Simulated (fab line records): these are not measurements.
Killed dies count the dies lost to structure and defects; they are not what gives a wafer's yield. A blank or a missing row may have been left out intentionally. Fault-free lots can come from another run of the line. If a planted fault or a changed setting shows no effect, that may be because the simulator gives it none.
fab line records	flow n5_finfet
record: lots: 24	wafers: 72	last_day: 19
route steps=1938 shown BEOL_M8@1333 BEOL_M9@1414
lots untouched by any fault: they come from a run of this same line in which no faults occurred
start_h: start of the lot's first displayed wafer, in hours after the record's first day	wait_h: hours since the lot's step before	" as in the row above	L1.1+2: several wafers, shown together as one row	- no value present, or no start provided	* or withheld: withheld	< > ~ a bound
route shown NAME@n: NAME is a module with steps in the file, n the number in the route of the first one	usual: the fault-free wafers' mean and standard deviation	same: alike in all rows	chamber/n: place in a boat	sites: per-site readings	_std_site: how widely they spread, as a standard deviation	_edge_site: mean of outer sites minus mean of inner sites	radius_mm: how far each site lies from the wafer's centre	mask NAME#n: copy n	behind: the most recent tool/chamber to have shaped the wafer	hold: reason for holding the lot/hours on hold/outcome of the hold	device: whichever transistor did not switch (one of n, p or np)	end of line: tests run on the same wafers once the route is complete	for a step that has no rows: nothing shown but its recipe	killed: at the first sort, the dies lost to defects and structure; wafer yield is something else	map: a wafer's dies, x killed, . not, _ none there
set.NAME: the setting as run; set.NAME@STEP: as run at that earlier step	model.NAME: the simulator's own value behind a step, which no gauge read
route steps across a sampled set of lots; one table per step, one row per wafer
services: a tool's chamber out of use, with start hour (start_h, from the record's first day; less than 0 if before it), hours out, and reason
== steps ==
step: N5_BEOL_M8_CURE_74
recipe: temp_c: 385	time_s: 240	ambient: He/Ar	material: SiCOH_lowk
usual: lamp_power_pct: 52.31/0.067	wafer_temp_C_max: 386.9/0.72
lot.wafer	tool	chamber	start_h	wait_h	lamp_power_pct	wafer_temp_C_max
L074.2	uv_cure-03	0	188.76	0.1	52.42	386.3
L074.3	"	0	"	"	52.30	386.1
L074.4	"	0	"	"	52.30	386.9
L076.2	uv_cure-01	1	200.11	0.2	52.38	387.6
L076.3	"	1	"	"	52.42	387.0
L076.5	"	1	"	"	52.39	387.5
L075.4	uv_cure-01	0	211.65	1.0	52.29	386.0
L075.5	"	0	"	"	52.40	386.1
L075.6	"	0	"	"	52.30	386.0
L077.4	uv_cure-02	2	220.59	0.3	52.40	386.4
L077.5	"	2	"	"	52.35	386.3
L077.6	"	2	"	"	52.43	386.5
L078.1	uv_cure-02	1	230.37	0.0	52.37	387.4
L078.3	"	1	"	"	52.29	387.5
L078.4	"	1	"	"	52.21	387.2
L079.2	uv_cure-01	0	241.67	0.1	52.28	386.7
L079.5	"	0	"	"	52.32	386.3
L079.6	"	0	"	"	52.29	387.2
L080.2	uv_cure-02	1	245.13	0.1	52.28	387.6
L080.3	"	1	"	"	52.22	387.6
L080.6	"	1	"	"	52.28	387.9
L083.2	uv_cure-03	1	255.71	0.1	52.40	387.7
L083.3	"	1	"	"	52.36	387.6
L083.6	"	1	"	"	52.33	387.6
L081.3	uv_cure-01	1	265.21	0.2	52.33	388.5
L081.5	"	1	"	"	52.30	388.6
L081.6	"	1	"	"	52.40	387.8
L082.2	uv_cure-02	0	268.32	0.1	52.22	386.6
L082.4	"	0	"	"	52.43	387.0
L082.5	"	0	"	"	52.29	386.2
L084.2	uv_cure-02	1	278.76	0.1	52.28	389.5
L084.3	"	1	"	"	52.24	386.5
L084.4	"	1	"	"	52.21	388.2
L085.1	uv_cure-02	0	284.50	0.0	52.32	386.6
L085.2	"	0	"	"	52.28	386.4
L085.3	"	0	"	"	52.34	385.9
L086.4	uv_cure-02	1	291.35	0.3	52.30	387.7
L086.5	"	1	"	"	52.33	387.6
L086.6	"	1	"	"	52.38	387.1
L089.3	uv_cure-02	2	293.04	0.2	52.43	386.0
L089.4	"	2	"	"	52.27	386.1
L089.5	"	2	"	"	52.31	386.8
L087.2	uv_cure-02	0	301.06	0.1	52.35	386.6
L087.4	"	0	"	"	52.54	386.5
L087.5	"	0	"	"	52.28	387.2
L088.2	uv_cure-02	0	303.62	0.1	52.38	386.2
L088.3	"	0	"	"	52.33	386.1
L088.5	"	0	"	"	52.30	386.1
L090.2	uv_cure-03	1	309.13	0.1	52.38	388.7
L090.3	"	1	"	"	52.35	387.2
L090.4	"	1	"	"	52.32	386.8
L092.2	uv_cure-01	0	312.65	0.1	52.27	385.7
L092.5	"	0	"	"	52.32	386.7
L092.6	"	0	"	"	52.26	386.4
L093.1	uv_cure-01	1	315.72	0.0	52.44	387.5
L093.3	"	1	"	"	52.20	387.8
L093.6	"	1	"	"	52.37	388.3
L091.1	uv_cure-02	1	319.54	0.0	52.23	387.4
L091.3	"	1	"	"	52.34	387.4
L091.6	"	1	"	"	52.31	387.6
L094.1	uv_cure-01	0	337.09	0.0	52.20	387.4
L094.2	"	0	"	"	52.31	386.1
L094.3	"	0	"	"	52.22	386.9
L095.2	uv_cure-01	2	337.65	0.3	52.38	386.0
L095.3	"	2	"	"	52.41	386.5
L095.6	"	2	"	"	52.27	386.6
L097.1	uv_cure-01	2	349.03	0.2	52.29	386.7
L097.3	"	2	"	"	52.43	386.0
L097.6	"	2	"	"	52.38	386.2
L096.4	uv_cure-02	1	364.80	0.3	52.30	386.6
L096.5	"	1	"	"	52.28	386.9
L096.6	"	1	"	"	52.20	387.1
step: N5_BEOL_M8_THK_MEAS_01
recipe: reads: SiCOH_lowk_of_BEOL_M8_ILD_DEP_00
usual: M8_ILD_THK: 155.5/2
lot.wafer	tool	chamber	start_h	wait_h	M8_ILD_THK[nm]
L074.2	film_metro-01	-	189.19	0.4	155.7
L074.3	"	-	"	"	154.9
L074.4	"	-	"	"	157.7
L076.2	film_metro-02	-	200.94	0.7	155.5
L076.3	"	-	"	"	154.8
L076.5	"	-	"	"	157.4
L075.4	film_metro-01	-	212.65	0.7	158.3
L075.5	"	-	"	"	159.1
L075.6	"	-	"	"	156.7
L077.4	film_metro-01	-	220.87	0.2	159.5
L077.5	"	-	"	"	158.9
L077.6	"	-	"	"	159.7
L078.1	film_metro-02	-	231.36	0.8	154.8
L078.3	"	-	"	"	154.8
L078.4	"	-	"	"	155.5
L079.2	film_metro-02	-	242.10	0.4	153.1
L079.5	"	-	"	"	157.3
L079.6	"	-	"	"	156.9
L080.2	film_metro-02	-	245.56	0.4	150.7
L080.3	"	-	"	"	156.1
L080.6	"	-	"	"	153.5
L083.2	film_metro-02	-	256.14	0.4	153.1
L083.3	"	-	"	"	154.4
L083.6	"	-	"	"	155.1
L081.3	film_metro-01	-	265.56	0.3	153.9
L081.5	"	-	"	"	159.8
L081.6	"	-	"	"	157.7
L082.2	film_metro-01	-	268.76	0.4	153.0
L082.4	"	-	"	"	155.7
L082.5	"	-	"	"	153.5
L084.2	film_metro-02	-	279.19	0.4	154.0
L084.3	"	-	"	"	154.1
L084.4	"	-	"	"	156.4
L085.1	film_metro-01	-	285.01	0.4	152.7
L085.2	"	-	"	"	152.7
L085.3	"	-	"	"	151.7
L086.4	film_metro-01	-	291.63	0.2	159.4
L086.5	"	-	"	"	158.2
L086.6	"	-	"	"	158.1
L089.3	film_metro-01	-	293.39	0.3	153.7
L089.4	"	-	"	"	155.4
L089.5	"	-	"	"	153.8
L087.2	film_metro-01	-	301.49	0.4	153.1
L087.4	"	-	"	"	155.2
L087.5	"	-	"	"	157.9
L088.2	film_metro-01	-	304.05	0.4	155.6
L088.3	"	-	"	"	155.2
L088.5	"	-	"	"	158.0
L090.2	film_metro-01	-	309.56	0.4	155.2
L090.3	"	-	"	"	155.2
L090.4	"	-	"	"	158.0
L092.2	film_metro-01	-	313.09	0.4	156.3
L092.5	"	-	"	"	157.0
L092.6	"	-	"	"	157.6
L093.1	film_metro-01	-	316.24	0.4	154.6
L093.3	"	-	"	"	155.8
L093.6	"	-	"	"	157.2
L091.1	film_metro-01	-	320.05	0.4	152.9
L091.3	"	-	"	"	153.4
L091.6	"	-	"	"	156.0
L094.1	film_metro-02	-	337.60	0.4	152.8
L094.2	"	-	"	"	153.0
L094.3	"	-	"	"	150.2
L095.2	film_metro-01	-	338.08	0.4	154.1
L095.3	"	-	"	"	152.5
L095.6	"	-	"	"	154.4
L097.1	film_metro-02	-	349.55	0.4	153.3
L097.3	"	-	"	"	154.1
L097.6	"	-	"	"	157.4
L096.4	film_metro-01	-	365.07	0.2	156.1
L096.5	"	-	"	"	154.7
L096.6	"	-	"	"	157.5
step: N5_BEOL_M8_STRIP_67
recipe: chemistry: CF4	resist: SiARC	power_w: 300	bias_power_w: 75	pressure_mtorr: 50	cf4_flow_sccm: 150	rf_frequency_hz: 6e+07
usual: drypump_motor_current_A: 5.5/0.36	oes_product_au: 0.81/0.073	rf_vpp_V: 271.4/1.4	showerhead_plenum_p_Torr: 1.81/0.044	throttle_valve_pct: 13.56/0.19
lot.wafer	tool	chamber	start_h	wait_h	drypump_motor_current_A	oes_product_au	rf_hours_counter_h	rf_vpp_V	showerhead_plenum_p_Torr	throttle_valve_pct
L074.2	rie_diel-01	3	191.53	0.0	5.7	0.87	46	269.9	1.75	13.37
L074.3	"	1	"	"	5.9	0.68	224	272.5	1.84	13.70
L074.4	"	3	"	"	5.7	0.88	-	270.6	1.75	13.36
L076.2	rie_diel-04	0	204.48	0.0	5.7	0.71	230	270.5	1.78	13.86
L076.3	"	1	"	"	5.4	0.87	42	270.0	1.76	13.48
L076.5	"	3	"	"	5.6	0.83	-	274.3	1.81	13.50
L075.4	rie_diel-02	3	213.94	0.0	5.1	0.73	185	273.9	1.85	13.63
L075.5	"	3	"	"	5.1	0.73	-	272.5	1.85	13.62
L075.6	"	2	"	"	5.5	0.72	-	271.7	1.78	13.57
L077.4	rie_diel-01	0	222.78	0.0	5.2	0.84	73	271.5	1.89	13.36
L077.5	"	1	"	"	5.9	0.68	-	272.4	1.84	13.71
L077.6	"	2	"	"	6.1	0.85	-	273.5	1.88	13.31
L078.1	rie_diel-02	1	233.72	0.0	4.7	0.81	111	272.2	1.80	13.77
L078.3	"	3	"	"	5.1	0.73	192	270.9	1.85	13.63
L078.4	"	0	"	"	5.7	0.68	240	271.8	1.84	14.08
L079.2	rie_diel-04	3	243.39	0.0	5.6	0.83	73	271.8	1.81	13.55
L079.5	"	0	"	"	5.7	0.70	-	273.7	1.77	13.88
L079.6	"	1	"	"	5.4	0.86	-	270.5	1.76	13.50
L080.2	rie_diel-02	3	249.11	0.0	5.1	0.72	198	273.6	1.85	13.62
L080.3	"	1	"	"	4.7	0.80	117	272.2	1.80	13.76
L080.6	"	1	"	"	4.7	0.80	-	270.0	1.80	13.77
L083.2	rie_diel-04	2	257.95	0.0	5.4	0.82	95	272.0	1.81	13.59
L083.3	"	3	"	"	5.6	0.82	79	270.1	1.81	13.54
L083.6	"	3	"	"	5.6	0.82	-	271.8	1.81	13.55
L081.3	rie_diel-02	1	268.09	0.0	4.6	0.79	125	269.9	1.79	13.77
L081.5	"	1	"	"	4.6	0.80	-	271.3	1.79	13.79
L081.6	"	2	"	"	5.5	0.71	-	269.4	1.77	13.61
L082.2	rie_diel-04	3	270.83	0.0	5.6	0.81	84	272.2	1.81	13.57
L082.4	"	1	"	"	5.4	0.84	-	271.5	1.76	13.51
L082.5	"	2	"	"	5.4	0.82	-	272.3	1.81	13.58
L084.2	rie_diel-01	0	281.05	0.0	5.3	0.84	87	272.9	1.88	13.39
L084.3	"	2	"	"	6.0	0.83	82	273.4	1.88	13.35
L084.4	"	3	"	"	5.7	0.84	-	269.6	1.74	13.42
L085.1	rie_diel-01	3	286.43	0.0	5.7	0.83	75	268.9	1.74	13.45
L085.2	"	0	"	"	5.3	0.83	90	272.4	1.88	13.42
L085.3	"	2	"	"	6.1	0.83	85	271.3	1.88	13.38
L086.4	rie_diel-02	1	293.12	0.0	4.6	0.78	-	270.7	1.79	13.80
L086.5	"	0	"	"	5.7	0.94	-	272.3	1.84	13.55
L086.6	"	3	"	"	5.1	0.71	-	272.7	1.84	13.67
L089.3	rie_diel-02	3	295.13	0.0	5.1	0.72	217	273.0	1.84	13.68
L089.4	"	0	"	"	5.6	0.95	-	272.5	1.84	13.56
L089.5	"	3	"	"	5.1	0.71	-	271.9	1.84	13.68
L087.2	rie_diel-01	0	303.79	0.0	5.3	0.82	97	272.4	1.88	13.42
L087.4	"	1	"	"	5.9	0.98	2	270.3	1.83	13.19
L087.5	"	2	"	"	6.1	0.83	-	273.8	1.88	13.36
L088.2	rie_diel-04	3	305.25	0.0	5.6	0.79	95	271.1	1.80	13.59
L088.3	"	1	"	"	5.4	0.84	71	270.3	1.76	13.53
L088.5	"	0	"	"	5.7	0.97	-	270.2	1.77	13.35
L090.2	rie_diel-02	0	311.48	0.0	5.7	0.92	14	272.2	1.83	13.56
L090.3	"	2	"	"	5.5	0.71	222	270.1	1.77	13.63
L090.4	"	3	"	"	5.1	0.71	224	272.4	1.84	13.72
L092.2	rie_diel-01	0	315.33	0.0	5.3	0.82	99	273.4	1.88	13.41
L092.5	"	2	"	"	6.1	0.82	-	269.6	1.87	13.38
L092.6	"	3	"	"	5.7	0.82	-	269.4	1.74	13.47
L093.1	rie_diel-04	3	317.62	0.0	5.6	0.80	100	273.0	1.80	13.59
L093.3	"	2	"	"	5.4	0.80	115	272.8	1.80	13.63
L093.6	"	0	"	"	5.7	0.95	-	270.8	1.77	13.37
L091.1	rie_diel-04	3	322.49	0.0	5.6	0.79	102	271.9	1.80	13.59
L091.3	"	2	"	"	5.4	0.79	117	271.3	1.80	13.63
L091.6	"	2	"	"	5.4	0.81	-	270.8	1.80	13.64
L094.1	rie_diel-01	1	338.87	0.0	5.9	0.93	14	273.0	1.83	13.21
L094.2	"	3	"	"	5.7	0.81	92	268.7	1.74	13.47
L094.3	"	2	"	"	6.1	0.81	104	274.3	1.87	13.41
L095.2	rie_diel-04	3	340.07	0.0	5.6	0.78	108	271.7	1.80	13.65
L095.3	"	0	"	"	5.7	0.92	22	268.3	1.76	13.38
L095.6	"	2	"	"	5.4	0.80	-	272.2	1.80	13.67
L097.1	rie_diel-01	1	350.97	0.0	5.9	0.92	18	272.0	1.83	13.23
L097.3	"	2	"	"	6.1	0.81	107	272.7	1.87	13.41
L097.6	"	0	"	"	5.2	0.81	-	273.1	1.88	13.44
L096.4	rie_diel-04	3	366.64	0.0	5.6	0.78	118	271.9	1.80	13.65
L096.5	"	1	"	"	5.4	0.82	-	269.4	1.75	13.57
L096.6	"	2	"	"	5.4	0.79	-	270.7	1.80	13.67
step: N5_BEOL_M8_ETCH_41
recipe: chemistry: CH3F/O2	target: SiCN	target_depth_a: 319	taper_deg: 2	time_s: 57.8	ion_energy_ev: 120	mask_material: TiN	pressure_mtorr: 30	source_w: 395	bias_w: 75	Ar_flow_sccm: 150	CH3F_flow_sccm: 30	O2_flow_sccm: 20
usual: drypump_motor_current_A: 5.5/0.38	oes_product_au: 0.80/0.079	rf_fwd_power_W: 391.0/1.5	rf_vpp_V: 297.8/1.4	showerhead_plenum_p_Torr: 2.02/0.061	throttle_valve_pct: 16.29/0.17
lot.wafer	tool	chamber	start_h	wait_h	drypump_motor_current_A	oes_product_au	rf_fwd_power_W	rf_hours_counter_h	rf_vpp_V	showerhead_plenum_p_Torr	throttle_valve_pct
L074.2	rie_diel-04	2	-	-	5.4	0.85	392.9	73	299.3	2.03	16.31
L074.3	"	0	"	"	5.7	0.70	390.5	227	296.2	1.97	16.50
L074.4	"	1	"	"	5.4	0.88	392.9	39	296.5	1.95	16.18
L076.2	rie_diel-01	2	-	-	6.0	0.86	390.7	61	299.0	2.11	16.10
L076.3	"	1	"	"	5.9	0.68	390.7	230	297.6	2.06	16.43
L076.5	"	0	"	"	5.2	0.86	391.1	-	299.6	2.11	16.07
L075.4	rie_diel-01	3	-	-	5.7	0.86	391.3	54	296.5	1.95	16.13
L075.5	"	0	"	"	5.3	0.87	389.7	-	298.9	2.11	16.10
L075.6	"	3	"	"	5.7	0.86	392.3	-	296.1	1.95	16.13
L077.4	rie_diel-01	1	-	-	5.9	0.67	388.2	236	298.3	2.06	16.43
L077.5	"	2	"	"	6.1	0.84	389.9	-	299.0	2.11	16.11
L077.6	"	1	"	"	5.9	0.67	388.8	-	296.7	2.06	16.46
L078.1	rie_diel-01	2	-	-	6.1	0.85	390.5	72	298.5	2.11	16.11
L078.3	"	1	"	"	5.9	0.67	390.2	241	298.8	2.06	16.45
L078.4	"	0	"	"	5.2	0.85	389.0	79	298.2	2.11	16.09
L079.2	rie_diel-04	0	-	-	5.7	0.69	392.1	242	295.5	1.97	16.54
L079.5	"	3	"	"	5.6	0.83	393.5	-	297.0	2.03	16.33
L079.6	"	0	"	"	5.8	0.69	392.2	-	296.0	1.97	16.53
L080.2	rie_diel-02	0	-	-	5.7	0.67	390.5	248	298.4	2.04	16.77
L080.3	"	3	"	"	5.1	0.70	389.6	201	298.2	2.07	16.39
L080.6	"	1	"	"	4.6	0.79	394.8	-	297.8	2.01	16.58
L083.2	rie_diel-01	3	-	-	5.7	0.84	391.5	64	296.3	1.94	16.16
L083.3	"	1	"	"	5.9	0.67	389.0	244	299.4	2.05	16.49
L083.6	"	3	"	"	5.7	0.84	390.5	-	297.7	1.94	16.15
L081.3	rie_diel-02	3	-	-	5.1	0.71	391.1	208	298.4	2.07	16.37
L081.5	"	1	"	"	4.6	0.79	392.4	-	298.2	2.01	16.58
L081.6	"	3	"	"	5.1	0.71	390.1	-	298.4	2.07	16.38
L082.2	rie_diel-01	2	-	-	6.1	0.83	388.5	79	298.6	2.11	16.11
L082.4	"	1	"	"	5.8	0.67	389.3	249	299.0	2.05	16.48
L082.5	"	1	"	"	5.9	0.66	387.1	-	298.9	2.05	16.47
L084.2	rie_diel-01	3	-	-	5.7	0.84	392.0	72	295.0	1.94	16.17
L084.3	"	2	"	"	6.1	0.84	389.7	82	300.4	2.11	16.12
L084.4	"	3	"	"	5.7	0.84	391.2	-	297.2	1.94	16.16
L085.1	rie_diel-02	3	-	-	5.1	0.71	390.3	214	297.4	2.06	16.39
L085.2	"	0	"	"	5.7	0.99	393.7	3	297.6	2.04	16.31
L085.3	"	1	"	"	4.7	0.79	392.6	133	296.2	2.01	16.60
L089.3	rie_diel-01	2	-	-	6.1	0.82	389.6	90	299.6	2.10	16.14
L089.4	"	2	"	"	6.1	0.82	391.9	-	299.9	2.10	16.14
L089.5	"	3	"	"	5.6	0.82	390.0	-	296.2	1.94	16.18
L086.4	rie_diel-01	3	-	-	5.7	0.83	390.3	80	297.6	1.94	16.17
L086.5	"	0	"	"	5.3	0.82	391.0	-	298.2	2.10	16.13
L086.6	"	3	"	"	5.6	0.82	390.5	-	296.3	1.94	16.19
L087.2	rie_diel-02	3	-	-	5.1	0.70	389.5	222	298.7	2.06	16.39
L087.4	"	1	"	"	4.7	0.77	391.6	141	297.0	2.00	16.62
L087.5	"	3	"	"	5.1	0.70	389.3	-	298.5	2.06	16.41
L088.2	rie_diel-02	0	-	-	5.7	0.94	391.7	12	299.0	2.04	16.34
L088.3	"	3	"	"	5.1	0.70	391.0	223	298.6	2.06	16.41
L088.5	"	2	"	"	5.5	0.70	390.9	-	296.8	1.98	16.34
L090.2	rie_diel-01	0	-	-	5.3	0.83	391.3	99	299.2	2.10	16.11
L090.3	"	1	"	"	5.9	0.97	390.2	4	299.0	2.05	16.01
L090.4	"	2	"	"	6.1	0.82	389.5	95	298.7	2.10	16.15
L092.2	rie_diel-02	1	-	-	4.7	0.77	393.4	145	298.2	2.00	16.61
L092.5	"	1	"	"	4.7	0.77	392.2	-	296.4	2.00	16.62
L092.6	"	2	"	"	5.5	0.70	390.3	-	296.7	1.97	16.36
L093.1	rie_diel-02	3	-	-	5.1	0.69	391.1	227	298.4	2.06	16.41
L093.3	"	1	"	"	4.7	0.77	390.9	146	298.0	2.00	16.62
L093.6	"	3	"	"	5.1	0.70	391.5	-	298.7	2.06	16.41
L091.1	rie_diel-01	0	-	-	5.3	0.81	388.8	103	299.0	2.10	16.14
L091.3	"	1	"	"	5.9	0.94	388.7	8	299.7	2.05	16.01
L091.6	"	3	"	"	5.7	0.82	389.6	-	297.7	1.94	16.22
L094.1	rie_diel-04	2	-	-	5.4	0.79	391.1	123	298.3	2.01	16.41
L094.2	"	3	"	"	5.6	0.79	392.4	108	298.0	2.01	16.37
L094.3	"	0	"	"	5.7	0.92	393.3	23	296.7	1.96	16.11
L095.2	rie_diel-04	0	-	-	5.7	0.91	391.9	23	295.7	1.96	16.11
L095.3	"	2	"	"	5.4	0.80	391.5	123	297.6	2.01	16.41
L095.6	"	0	"	"	5.7	0.91	390.8	-	296.9	1.96	16.11
L097.1	rie_diel-04	0	-	-	5.7	0.91	391.6	26	296.5	1.96	16.10
L097.3	"	3	"	"	5.6	0.79	389.9	112	298.8	2.01	16.40
L097.6	"	2	"	"	5.4	0.79	393.0	-	298.0	2.01	16.41
L096.4	rie_diel-04	3	-	-	5.6	0.78	390.8	119	297.9	2.01	16.40
L096.5	"	2	"	"	5.4	0.80	391.5	-	296.5	2.01	16.41
L096.6	"	1	"	"	5.4	0.81	392.2	-	295.7	1.93	16.30
step: N5_BEOL_M8_PRE_CLEAN_45
recipe: gas: H2/He	time_s: 30	temp_c: 250
usual: heater_power_w: 327/32
lot.wafer	tool	chamber	start_h	wait_h	heater_power_w
L074.2	pvd_sputter-03	-	197.25	0.0	306
L074.3	"	-	"	"	331
L074.4	"	-	"	"	337
L076.2	pvd_sputter-02	-	207.45	0.0	242
L076.3	"	-	"	"	338
L076.5	"	-	"	"	340
L075.4	pvd_sputter-03	-	216.07	0.0	342
L075.5	"	-	"	"	311
L075.6	"	-	"	"	336
L077.4	pvd_sputter-02	-	227.39	0.0	331
L077.5	"	-	"	"	238
L077.6	"	-	"	"	347
L078.1	pvd_sputter-03	-	238.95	0.0	307
L078.3	"	-	"	"	333
L078.4	"	-	"	"	330
L079.2	pvd_sputter-02	-	248.54	0.0	344
L079.5	"	-	"	"	344
L079.6	"	-	"	"	340
L080.2	pvd_sputter-02	-	256.16	0.0	331
L080.3	"	-	"	"	246
L080.6	"	-	"	"	349
L083.2	pvd_sputter-03	-	262.08	0.0	351
L083.3	"	-	"	"	328
L083.6	"	-	"	"	365
L081.3	pvd_sputter-03	-	272.86	0.0	315
L081.5	"	-	"	"	306
L081.6	"	-	"	"	329
L082.2	pvd_sputter-03	-	273.48	0.0	310
L082.4	"	-	"	"	327
L082.5	"	-	"	"	342
L084.2	pvd_sputter-03	-	283.27	0.0	346
L084.3	"	-	"	"	366
L084.4	"	-	"	"	311
L085.1	pvd_sputter-03	-	289.11	0.0	343
L085.2	"	-	"	"	326
L085.3	"	-	"	"	357
L089.3	pvd_sputter-02	-	298.11	0.0	352
L089.4	"	-	"	"	357
L089.5	"	-	"	"	345
L086.4	pvd_sputter-03	-	298.47	0.0	332
L086.5	"	-	"	"	337
L086.6	"	-	"	"	329
L087.2	pvd_sputter-02	-	307.02	0.0	339
L087.4	"	-	"	"	342
L087.5	"	-	"	"	335
L088.2	pvd_sputter-01	-	307.28	0.0	335
L088.3	"	-	"	"	328
L088.5	"	-	"	"	340
L090.2	pvd_sputter-01	-	314.26	0.0	331
L090.3	"	-	"	"	262
L090.4	"	-	"	"	344
L092.2	pvd_sputter-03	-	317.68	0.0	311
L092.5	"	-	"	"	306
L092.6	"	-	"	"	361
L093.1	pvd_sputter-02	-	319.71	0.0	248
L093.3	"	-	"	"	347
L093.6	"	-	"	"	340
L091.1	pvd_sputter-01	-	324.52	0.0	337
L091.3	"	-	"	"	337
L091.6	"	-	"	"	332
L094.1	pvd_sputter-03	-	342.64	0.0	311
L094.2	"	-	"	"	363
L094.3	"	-	"	"	325
L095.2	pvd_sputter-03	-	342.72	0.0	367
L095.3	"	-	"	"	331
L095.6	"	-	"	"	327
L097.1	pvd_sputter-03	-	352.94	0.0	316
L097.3	"	-	"	"	320
L097.6	"	-	"	"	312
L096.4	pvd_sputter-01	-	371.30	0.0	343
L096.5	"	-	"	"	344
L096.6	"	-	"	"	344
step: N5_BEOL_M9_CD_MEAS_11
recipe: target_cd_nm: 64.1	landing_energy_ev: 500	detector: se_inlens	polarity: opening
usual: cd_nm: 64.2/0.45
lot.wafer	tool	chamber	start_h	wait_h	cd_nm
L074.2	cd_sem-02	0	201.65	-	64.5
L074.3	"	0	"	"	64.0
L074.4	"	0	"	"	64.6
L076.2	cd_sem-03	0	212.65	-	63.7
L076.3	"	0	"	"	63.4
L076.5	"	0	"	"	63.1
L075.4	cd_sem-02	0	222.33	-	65.0
L075.5	"	0	"	"	64.3
L075.6	"	0	"	"	65.2
L077.4	cd_sem-01	0	232.74	-	65.0
L077.5	"	0	"	"	64.0
L077.6	"	0	"	"	64.0
L078.1	cd_sem-01	0	242.74	-	64.8
L078.3	"	0	"	"	63.7
L078.4	"	0	"	"	64.3
L079.2	cd_sem-01	0	253.15	-	64.4
L079.5	"	0	"	"	63.7
L079.6	"	0	"	"	64.0
L080.2	cd_sem-03	0	261.28	-	64.4
L080.3	"	0	"	"	64.6
L080.6	"	0	"	"	64.8
L083.2	cd_sem-02	0	268.01	-	64.5
L083.3	"	0	"	"	64.8
L083.6	"	0	"	"	64.6
L081.3	cd_sem-02	0	277.29	-	64.6
L081.5	"	0	"	"	64.4
L081.6	"	0	"	"	64.3
L082.2	cd_sem-01	0	277.51	-	64.1
L082.4	"	0	"	"	64.5
L082.5	"	0	"	"	64.2
L084.2	cd_sem-02	0	286.76	-	64.1
L084.3	"	0	"	"	64.5
L084.4	"	0	"	"	64.5
L085.1	cd_sem-03	0	294.07	-	64.3
L085.2	"	0	"	"	64.1
L085.3	"	0	"	"	64.4
L089.3	cd_sem-02	0	303.49	-	63.3
L089.4	"	0	"	"	64.0
L089.5	"	0	"	"	64.1
L086.4	cd_sem-02	0	303.86	-	64.6
L086.5	"	0	"	"	64.0
L086.6	"	0	"	"	64.7
L087.2	cd_sem-03	0	310.89	-	63.8
L087.4	"	0	"	"	64.5
L087.5	"	0	"	"	64.0
L088.2	cd_sem-02	0	312.00	-	64.6
L088.3	"	0	"	"	64.3
L088.5	"	0	"	"	64.7
L090.2	cd_sem-02	0	317.47	-	63.9
L090.3	"	0	"	"	63.6
L090.4	"	0	"	"	64.3
L092.2	cd_sem-03	0	322.25	-	64.6
L092.5	"	0	"	"	63.6
L092.6	"	0	"	"	63.7
L093.1	cd_sem-01	0	323.44	-	64.3
L093.3	"	0	"	"	64.1
L093.6	"	0	"	"	64.2
L091.1	cd_sem-03	0	328.59	-	64.0
L091.3	"	0	"	"	63.7
L091.6	"	0	"	"	63.7
L094.1	cd_sem-03	0	347.12	-	65.0
L094.2	"	0	"	"	64.4
L094.3	"	0	"	"	64.6
L095.2	cd_sem-02	0	347.28	-	64.5
L095.3	"	0	"	"	64.2
L095.6	"	0	"	"	64.5
L097.1	cd_sem-01	0	359.89	-	63.8
L097.3	"	0	"	"	64.0
L097.6	"	0	"	"	63.5
L096.4	cd_sem-03	0	377.53	-	64.0
L096.5	"	0	"	"	64.9
L096.6	"	0	"	"	64.6
== services ==
tool	chamber	start_h	hours	kind
uv_cure-01	-	180.26	2.1	pm
rie_diel-01	0	183.85	7.7	repair
uv_cure-02	-	184.76	3.4	pm
uv_cure-03	-	191.65	4.4	repair
rie_diel-02	3	195.74	3.8	repair
rie_diel-04	1	207.48	14.3	repair
rie_diel-04	-	209.64	0.6	repair
uv_cure-02	-	216.12	0.3	repair
rie_diel-04	0	217.81	6.3	repair
rie_diel-02	2	227.15	4.2	repair
rie_diel-01	-	238.63	15.6	pm
rie_diel-02	2	252.28	2.4	repair
rie_diel-01	0	259.64	4.1	repair
rie_diel-02	-	260.12	2.8	pm
uv_cure-03	-	262.03	1.3	repair
rie_diel-01	1	277.87	-	clean
uv_cure-02	-	293.64	2.8	pm
rie_diel-04	-	297.70	2.8	pm
rie_diel-01	-	310.45	2.8	pm
uv_cure-03	-	324.96	13.2	repair
rie_diel-01	0	331.37	1.3	repair
rie_diel-01	-	334.23	0.9	repair
uv_cure-03	-	346.23	7.5	pm
uv_cure-02	-	353.23	1.0	pm
== key ==
fault none
